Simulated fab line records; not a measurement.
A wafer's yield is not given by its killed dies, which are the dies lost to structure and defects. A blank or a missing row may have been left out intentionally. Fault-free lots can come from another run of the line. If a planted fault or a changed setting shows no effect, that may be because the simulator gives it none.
Chamber matching || flow n5 finfet || N5_BEOL_M10_ETCH_66 on rie diel-05: 4 sister chambers
The step etches SOC in N2/H2, target depth 120 nm, overetch 24 nm, time 180 s. 4 wafers are shown with their chamber, then 7 later ones without.

WAFERS WITH THEIR CHAMBER
{"wafer": "L080.6", "chamber": 2, "showerhead plenum p Torr (Torr)": 2.57}
{"wafer": "L087.6", "chamber": 1, "showerhead plenum p Torr (Torr)": 2.61}
{"wafer": "L091.1", "chamber": 0, "showerhead plenum p Torr (Torr)": 2.41}
{"wafer": "L091.2", "chamber": 3, "showerhead plenum p Torr (Torr)": 2.50}

WAFERS WITH NO CHAMBER GIVEN
{"wafer": "L091.6", "showerhead plenum p Torr (Torr)": 2.50}
{"wafer": "L094.2", "showerhead plenum p Torr (Torr)": 2.41}
{"wafer": "L094.3", "showerhead plenum p Torr (Torr)": 2.50}
{"wafer": "L094.5", "showerhead plenum p Torr (Torr)": 2.41}
{"wafer": "L095.4", "showerhead plenum p Torr (Torr)": 2.60}
{"wafer": "L095.5", "showerhead plenum p Torr (Torr)": 2.40}
{"wafer": "L095.6", "showerhead plenum p Torr (Torr)": 2.49}

WHICH CHAMBER EACH WENT THROUGH
{"wafer": "L091.6", "from the rows above": 3, "in truth": 3}
{"wafer": "L094.2", "from the rows above": 0, "in truth": 0}
{"wafer": "L094.3", "from the rows above": 3, "in truth": 3}
{"wafer": "L094.5", "from the rows above": 0, "in truth": 0}
{"wafer": "L095.4", "from the rows above": 1, "in truth": 1}
{"wafer": "L095.5", "from the rows above": 0, "in truth": 0}
{"wafer": "L095.6", "from the rows above": 3, "in truth": 3}
Correct placement for 7 of the 7. Not placeable from these rows: 0. Placed wrongly: 0.
How it was worked out, from the rows above alone: a wafer's distance from a chamber is the root of the sum, over the readings, of the square of ((its reading less the chamber's mean) divided by the reading's scatter). The wafer belongs to the nearest chamber; if the next one is less than 2 further off, it can't be placed. For every chamber, the mean is computed from those of its wafers that are shown. The scatter: with one shown wafer a chamber, the root of the mean of the squares of how far each hidden wafer lies from its nearest shown one.
